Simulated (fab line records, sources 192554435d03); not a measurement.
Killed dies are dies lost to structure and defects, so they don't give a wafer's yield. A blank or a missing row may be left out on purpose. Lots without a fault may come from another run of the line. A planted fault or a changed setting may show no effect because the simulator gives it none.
Chamber matching | flow n5_finfet | N5_BEOL_M4_DEP_57 on pecvd-03: 3 sister chambers
The step deposits SiCN from 3MS/NH3, target thk 8 nm, time 14 s. 14 wafers are shown with their chamber, then 7 later ones without.

WAFERS WITH THEIR CHAMBER
wafer  | chamber | throttle_valve_pct (%) | showerhead_plenum_p_Torr (Torr)
L079.1 | 1       | 9.1                    | 3.682
L079.2 | 2       | 8.7                    | 3.669
L079.3 | 0       | 9.3                    | 3.667
L079.4 | 0       | 9.5                    | 3.667
L079.5 | 2       | 8.9                    | 3.667
L079.6 | 1       | 9.0                    | 3.684
L078.2 | 0       | 9.3                    | 3.673
L078.3 | 1       | 9.1                    | 3.681
L078.6 | 1       | 9.1                    | 3.668
L083.4 | 2       | 8.7                    | 3.663
L083.5 | 0       | 9.5                    | 3.677
L083.6 | 1       | 9.2                    | 3.694
L085.1 | 2       | 8.7                    | 3.663
L085.2 | 0       | 9.2                    | 3.677

SIGNATURES (means of the wafers above)
reading                  | chamber 0 | chamber 1 | chamber 2 | scatter within a chamber
throttle_valve_pct       | 9.360     | 9.100     | 8.750     | 0.105
showerhead_plenum_p_Torr | 3.67220   | 3.68180   | 3.66550   | 0.00655
Rule: a wafer's distance from a chamber is the root of the sum, over the readings, of the square of ((its reading less the chamber's mean) divided by the reading's scatter). The wafer belongs to the nearest chamber; if the next one is less than 2 further off, it can't be placed. The scatter: the root of (the sum of the squares of (reading less its chamber's mean) over the shown wafers, divided by (wafers less chambers)).

WAFERS WITHOUT THEIR CHAMBER
wafer  | throttle_valve_pct (%) | showerhead_plenum_p_Torr (Torr)
L085.3 | 9.3                    | 3.698
L085.4 | 9.2                    | 3.664
L085.5 | 8.6                    | 3.660
L085.6 | 9.1                    | 3.686
L088.1 | 9.2                    | 3.690
L088.3 | 9.1                    | 3.677
L088.4 | 9.3                    | 3.669

WHICH CHAMBER EACH WENT THROUGH
wafer  | from the rows above     | in truth
L085.3 | can't be placed: 1 or 0 | 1
L085.4 | can't be placed: 0 or 1 | 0
L085.5 | 2                       | 2
L085.6 | 1                       | 1
L088.1 | can't be placed: 1 or 0 | 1
L088.3 | can't be placed: 1 or 0 | 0
L088.4 | can't be placed: 0 or 1 | 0
Placed correctly: 2 of 7. Can't be placed from these rows: 5 (the true chamber is among the candidates in 5). Placed wrongly: 0.
